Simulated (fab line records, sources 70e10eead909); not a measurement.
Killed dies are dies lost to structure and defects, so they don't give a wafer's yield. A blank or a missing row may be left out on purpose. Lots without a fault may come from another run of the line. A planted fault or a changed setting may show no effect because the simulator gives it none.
fab line records | flow nand_harc
record lots=13 wafers=39 last_day=32
route steps=1302 shown A_CONTACT@1048 THIN_TSV@1261 END@1302
lots that met no fault: from a run of the same line without faults
start_h: hours from the record's first day to the start of the lot's first wafer shown | wait_h: hours since the lot's step before | " the same as in the row above | L1.1+2: a row that stands for several wafers | - no value, or no start given | * or withheld: withheld | < > ~ a bound
route shown NAME@n: a module of which the file shows steps, and the number in the route of the first | usual: mean/standard deviation of fault-free wafers | same: alike in all rows | chamber/n: place in a boat | sites: the reading at each site | _std_site: their standard deviation | _edge_site: outer sites' mean less inner sites' | radius_mm: how far each site lies from the wafer's centre | mask NAME#n: copy n | behind: the tool/chamber that last shaped the wafer | hold: why the lot was held/for how many hours/how that ended | device: the transistor (n, p or np) that didn't switch | end of line: the same wafers' tests at the end of the route | a step without rows: its recipe alone | killed: dies lost to structure and defects at the first sort, not the wafer's yield | map: a wafer's dies, x killed, . not, _ none there
set.NAME: the setting as run; set.NAME@STEP: as run at that earlier step | model.NAME: the simulator's own value behind a step, which no gauge read
steps of the route over a sample of lots; a table a step, a row a wafer
services: from which hour (start_h, from the record's first day; less than 0 if before it) a tool's chamber was out of use, for how many hours, and why
## steps
# step NHARC_A_CONTACT_ETCH_125
# recipe source_w=withheld pressure_mtorr=20 bias_v=3000 time_s=197 target_depth_a=19180 ar_flow_sccm=withheld c4f8_flow_sccm=withheld o2_flow_sccm=withheld chemistry=C4F8/O2/Ar
# columns lot.wafer tool chamber start_h wait_h rf_hours_counter_h
L570.2 har_cap_etch-02 0 511.19 0.2 88
L570.6 " 0 " " -
L570.5 " 1 " " -
L569.2 har_cap_etch-01 0 518.12 0.2 0
L569.3 " 0 " " -
L569.4 " 1 " " -
L576.1 har_cap_etch-02 0 566.37 0.2 100
L576.3 " 0 " " -
L576.5 " 0 " " -
L577.2 har_cap_etch-02 1 583.31 0.2 103
L577.4 " 0 " " -
L577.5 " 1 " " -
L582.1 har_cap_etch-01 1 623.17 0.2 24
L582.4 " 1 " " -
L582.6 " 1 " " -
L581.1 har_cap_etch-03 0 626.19 0.2 64
L581.4 " 1 " " -
L581.6 " 0 " " -
L583.1 har_cap_etch-02 0 642.06 0.2 114
L583.4 " 1 " " -
L583.6 " 1 " " -
L587.1 har_cap_etch-01 0 674.98 0.2 33
L587.3 " 0 " " -
L587.5 " 0 " " -
L586.3 har_cap_etch-02 0 677.89 0.2 -
L586.4 " 1 " " -
L586.5 " 0 " " -
L588.2 har_cap_etch-02 1 694.79 0.2 126
L588.3 " 0 " " -
L588.6 " 1 " " -
L590.2 har_cap_etch-01 1 701.72 0.2 39
L590.3 " 1 " " -
L590.5 " 1 " " -
L589.1 har_cap_etch-03 1 702.54 0.2 76
L589.4 " 1 " " -
L589.3 " 0 " " -
L592.1 har_cap_etch-03 0 719.62 0.2 80
L592.4 " 1 " " -
L592.3 " 0 " " -
# step NHARC_THIN_TSV_DESCUM_14
# recipe time_s=3 o2_flow_sccm=200 ar_flow_sccm=0 bias_power_w=0 chemistry=O2
# usual drypump_motor_current_A=5.8/0.37 oes_product_au=0.994/0.012 rf_vpp_V=57.8/0.9 showerhead_plenum_p_Torr=1.91/0.089 throttle_valve_pct=11.312/0.0094
# columns lot.wafer tool chamber start_h wait_h drypump_motor_current_A oes_product_au rf_hours_counter_h rf_vpp_V showerhead_plenum_p_Torr throttle_valve_pct
L570.2 rie_diel-07 0 553.84 - 5.4 1.000 3.2 58.8 1.90 11.301
L570.6 " 1 " " 6.0 1.007 - 56.6 1.95 11.297
L570.5 " 2 " " 6.2 0.981 - 57.3 1.82 11.331
L569.4 rie_diel-03 1 560.73 - 6.0 0.984 4.9 56.6 1.96 11.311
L569.3 " 2 " " 5.6 0.989 5.0 56.4 1.82 11.319
L569.2 " 3 " " 5.8 1.001 4.2 56.8 1.83 11.322
L576.1 rie_diel-07 1 607.09 - 6.0 1.000 8.0 57.7 1.95 11.317
L576.3 " 0 " " 5.4 0.993 6.3 57.2 1.90 11.298
L576.5 " 1 " " 6.0 0.996 - 57.9 1.95 11.297
L577.2 rie_diel-03 2 623.86 - 5.6 0.994 6.9 55.4 1.81 11.308
L577.4 " 3 " " 5.7 1.003 - 57.0 1.83 11.307
L577.5 " 1 " " 6.0 0.988 - 56.5 1.96 11.298
L582.1 rie_diel-07 0 663.74 - 5.4 0.988 0.2 58.6 1.90 11.327
L582.4 " 2 " " 6.2 0.982 0.2 57.0 1.82 11.310
L582.6 " 0 " " 5.4 0.978 - 57.1 1.90 11.301
L581.1 rie_diel-03 0 664.87 - 6.6 0.999 0.8 59.2 1.94 11.318
L581.4 " 2 " " 5.6 0.991 1.4 58.3 1.81 11.302
L581.6 " 1 " " 6.1 0.999 - 58.3 1.96 11.312
L583.4 rie_diel-07 0 683.96 - 5.4 0.997 1.6 58.7 1.90 11.322
L583.1 " 1 " " 6.0 1.026 1.5 59.5 1.95 11.318
L583.6 " 3 " " 5.8 0.975 - 56.9 1.98 11.321
L587.1 rie_diel-07 2 716.55 - 6.2 0.985 4.0 56.8 1.82 11.314
L587.3 " 0 " " 5.4 0.984 4.5 58.5 1.90 11.303
L587.5 " 2 " " 6.2 0.974 - 57.2 1.82 11.301
L586.4 rie_diel-13 3 717.87 - 5.7 1.011 0.5 56.9 1.87 11.325
L586.3 " 0 " " 5.2 0.999 0.5 57.6 1.78 11.308
L586.5 " 0 " " 5.2 0.990 - 57.7 1.78 11.312
L588.2 rie_diel-13 3 736.74 - 5.7 0.992 1.8 58.5 1.87 11.311
L588.3 " 2 " " 5.4 0.984 1.7 58.2 2.05 11.316
L588.6 " 0 " " 5.2 0.990 - 57.9 1.78 11.319
L590.2 rie_diel-13 0 746.71 - 5.3 0.986 2.3 56.7 1.78 11.298
L590.3 " 2 " " 5.4 0.986 2.2 60.0 2.05 11.312
L590.5 " 3 " " 5.6 0.998 - 58.4 1.87 11.306
L589.1 rie_diel-13 2 747.94 - 5.4 0.970 2.7 59.3 2.05 11.316
L589.4 " 3 " " 5.7 0.985 3.0 58.1 1.87 11.289
L589.3 " 1 " " 6.2 0.981 2.2 58.0 2.01 11.318
L592.3 rie_diel-03 3 759.07 - 5.7 0.988 4.6 56.7 1.83 11.311
L592.4 " 0 " " 6.6 1.001 4.4 57.2 1.94 11.329
L592.1 " 2 " " 5.6 1.007 5.7 57.5 1.81 11.309
# step NHARC_THIN_TSV_DEGAS_53
# recipe temp_c=300 time_s=60
# usual heater_power_w=505/41
# columns lot.wafer tool chamber start_h wait_h heater_power_w
L570.2 pvd_sputter-03 - 558.63 0.1 533
L570.5 " - " " 517
L570.6 " - " " 428
L569.4 pvd_sputter-03 - 565.30 0.1 419
L569.2 " - " " 516
L569.3 " - " " 520
L576.3 pvd_sputter-03 - 612.24 0.1 540
L576.1 " - " " 523
L576.5 " - " " 525
L577.4 pvd_sputter-01 - 628.59 0.1 508
L577.2 " - " " 522
L577.5 " - " " 495
L582.1 pvd_sputter-03 - 668.45 0.1 532
L582.4 " - " " 504
L582.6 " - " " 529
L581.1 pvd_sputter-01 - 669.67 0.1 509
L581.4 " - " " 457
L581.6 " - " " 507
L583.4 pvd_sputter-02 - 688.53 0.1 486
L583.1 " - " " 422
L583.6 " - " " 525
L587.1 pvd_sputter-02 - 721.37 0.1 529
L587.3 " - " " 483
L587.5 " - " " 592
L586.3 pvd_sputter-01 - 722.47 0.1 535
L586.4 " - " " 459
L586.5 " - " " 563
L588.2 pvd_sputter-01 - 741.33 0.1 503
L588.3 " - " " 497
L588.6 " - " " 463
L590.2 pvd_sputter-01 - 751.30 0.1 447
L590.3 " - " " 500
L590.5 " - " " 495
L589.4 pvd_sputter-03 - 752.70 0.1 527
L589.1 " - " " 526
L589.3 " - " " 409
L592.1 pvd_sputter-02 - 763.65 0.1 519
L592.3 " - " " 500
L592.4 " - " " 582
# step NHARC_THIN_TSV_CD_MEAS_33
# recipe target_cd_nm=5000 landing_energy_ev=500
# usual cd_nm=4999.8/2.2
# columns lot.wafer tool chamber start_h wait_h cd_nm
L570.2 cd_sem-01 0 559.76 - 4998.2
L570.5 " 0 " " 4995.8
L570.6 " 0 " " 4998.3
L569.2 cd_sem-01 0 566.32 - 5000.2
L569.3 " 0 " " 5001.5
L569.4 " 0 " " 5000.5
L576.1 cd_sem-02 0 613.26 - 5001.0
L576.3 " 0 " " 4999.6
L576.5 " 0 " " 5001.4
L577.2 cd_sem-02 0 629.73 - 5002.2
L577.4 " 0 " " 4997.1
L577.5 " 0 " " 4997.7
L582.1 cd_sem-01 0 669.58 - 5000.4
L582.4 " 0 " " 4998.5
L582.6 " 0 " " 4999.6
L581.1 cd_sem-01 0 670.81 - 4996.1
L581.4 " 0 " " 5000.7
L581.6 " 0 " " 5000.0
L583.1 cd_sem-01 0 689.68 - 4999.7
L583.4 " 0 " " 5000.6
L583.6 " 0 " " 4999.6
L587.1 cd_sem-01 0 722.52 - 5003.1
L587.3 " 0 " " 5000.8
L587.5 " 0 " " 4999.9
L586.3 cd_sem-01 0 723.50 - 5004.3
L586.4 " 0 " " 5003.8
L586.5 " 0 " " 5002.9
L588.2 cd_sem-01 0 742.35 - 5000.2
L588.3 " 0 " " 5001.6
L588.6 " 0 " " 5002.0
L590.2 cd_sem-01 0 752.33 - 5000.6
L590.3 " 0 " " 4996.5
L590.5 " 0 " " 4999.3
L589.1 cd_sem-01 0 753.72 - 5001.1
L589.3 " 0 " " 4999.3
L589.4 " 0 " " 4996.6
L592.1 cd_sem-03 0 764.68 - 4998.2
L592.3 " 0 " " 5000.8
L592.4 " 0 " " 4999.8
# step NHARC_END_SORT_01
# recipe temp_c=25
# usual killed_at_array=54/12 killed_at_other=0.7/1.1 killed_at_periphery=3.9/2.8 killed_dies=59/13 killed_open=3.4/2 killed_short=2.5/1.7
# same gross_dies=677
# columns lot.wafer tool chamber start_h wait_h killed_at_array killed_at_other killed_at_periphery killed_dies killed_open killed_short
L576.1 prober-01 0 622.73 2.6 148 0 3 151 4 1
L576.3 prober-01 0 624.33 3.1 135 2 2 139 2 1
L576.5 prober-01 0 625.93 3.7 147 2 5 154 2 4
L577.2 prober-02 0 639.53 2.8 55 1 5 61 5 0
L577.4 prober-02 0 641.14 3.4 122 1 7 130 3 5
L577.5 prober-02 0 641.95 3.7 45 0 2 47 2 0
# killed by level:class
L576.1 A_CONTACT:unspecified=68 A_CHANNEL_HOLE_D1:chamber_film_flake=31 A_CHANNEL_HOLE_D2:chamber_film_flake=25 A_STAIRCASE:chamber_film_flake=8 A_CONTACT:chamber_film_flake=7 A_M1:chamber_film_flake=2 A_BONDPAD:chamber_film_flake=2 P_M0:geometric_particle:open=1
L576.3 A_CONTACT:unspecified=76 A_CHANNEL_HOLE_D1:chamber_film_flake=24 A_CHANNEL_HOLE_D2:chamber_film_flake=18 A_BONDPAD:chamber_film_flake=5 A_CONTACT:chamber_film_flake=4 A_STAIRCASE:chamber_film_flake=2 A_SLIT:chamber_film_flake=2 THIN_TSV:chamber_film_flake=2
L576.5 A_CONTACT:unspecified=70 A_CHANNEL_HOLE_D1:chamber_film_flake=32 A_CHANNEL_HOLE_D2:chamber_film_flake=27 A_CONTACT:chamber_film_flake=5 P_M0:chamber_film_flake=4 A_STAIRCASE:chamber_film_flake=3 A_BONDPAD:chamber_film_flake=3 A_M1:chamber_film_flake=2
L577.2 A_CHANNEL_HOLE_D1:chamber_film_flake=31 A_CHANNEL_HOLE_D2:chamber_film_flake=12 A_WL_FILL:chamber_film_flake=5 A_CONTACT:chamber_film_flake=3 A_CHANNEL_FILL_D1:geometric_particle:open=2 P_GATE:chamber_film_flake=2 P_M0:geometric_particle:open=1 A_CHANNEL_FILL_D2:geometric_particle:open=1
L577.4 A_CONTACT:unspecified=72 A_CHANNEL_HOLE_D1:chamber_film_flake=26 A_CHANNEL_HOLE_D2:chamber_film_flake=13 P_CONTACT:geometric_particle:short=2 P_GATE:chamber_film_flake=2 A_WL_FILL:chamber_film_flake=2 P_CONTACT:geometric_particle:open=1 P_M0:geometric_particle:short=1
L577.5 A_CHANNEL_HOLE_D1:chamber_film_flake=27 A_CHANNEL_HOLE_D2:chamber_film_flake=5 A_CONTACT:chamber_film_flake=5 A_STAIRCASE:chamber_film_flake=2 A_WL_FILL:chamber_film_flake=2 A_CHANNEL_FILL_D2:geometric_particle:open=1 A_CONTACT:geometric_particle:open=1 P_ZERO_WELL:chamber_film_flake=1
## services
# columns tool chamber start_h hours kind
har_cap_etch-01 - 497.00 17.0 pm
rie_diel-03 0 498.40 35.4 repair
rie_diel-13 - 519.02 9.0 pm
pvd_sputter-03 - 526.00 10.0 pm
rie_diel-07 - 534.36 0.2 repair
rie_diel-03 3 535.08 7.8 repair
rie_diel-13 1 539.41 3.0 repair
pvd_sputter-03 - 575.24 1.9 repair
pvd_sputter-01 - 582.07 10.0 pm
rie_diel-03 0 619.12 6.5 repair
har_cap_etch-02 - 629.71 0.5 repair
rie_diel-03 - 635.38 9.0 pm
pvd_sputter-02 - 638.00 10.0 pm
rie_diel-03 3 647.27 1.7 repair
rie_diel-07 - 648.20 9.0 pm
pvd_sputter-01 - 685.65 8.8 repair
rie_diel-07 2 694.04 7.4 repair
pvd_sputter-03 - 704.00 10.0 pm
pvd_sputter-02 - 720.28 1.0 repair
rie_diel-07 0 739.86 8.6 repair
rie_diel-13 2 753.65 1.6 repair
har_cap_etch-02 - 754.00 17.0 pm
har_cap_etch-02 0 754.00 17.0 vent_cycle
pvd_sputter-01 - 760.07 10.0 pm
## key
first_sign step=NHARC_END_SORT_01 reading=killed_at_array direction=up sigmas=6.8 usual=54 struck=138
effect step=NHARC_END_SORT_01 reading=killed_dies direction=up sigmas=6.7 usual=59 struck=144
more_kills_born_at NHARC_A_CONTACT_ETCH_125@har_cap_etch-02=281
met_at NHARC_A_CONTACT_ETCH_125
struck_lots L576,L577
struck_wafers L576.1,L576.3,L576.5,L577.4
tester_left_out L576,L577
not_acting_at NHARC_THIN_TSV_DESCUM_14,NHARC_THIN_TSV_DEGAS_53,NHARC_THIN_TSV_CD_MEAS_33
onset_between 511.19 566.37
fault kind=chamber_particle_source tool=har_cap_etch-02 chamber=0 onset_h=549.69 steps=NHARC_A_CONTACT_ETCH_125 rate_per_visit_cm2=0.49407 end_h=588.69
# tester_left_out: of these lots the tester's yield and bins aren't shown, on N5 and GAA mostly nor the transistor test; their killed dies are dies lost to structure and defects alone, not to doping, threshold or leakage, so they don't give the yield
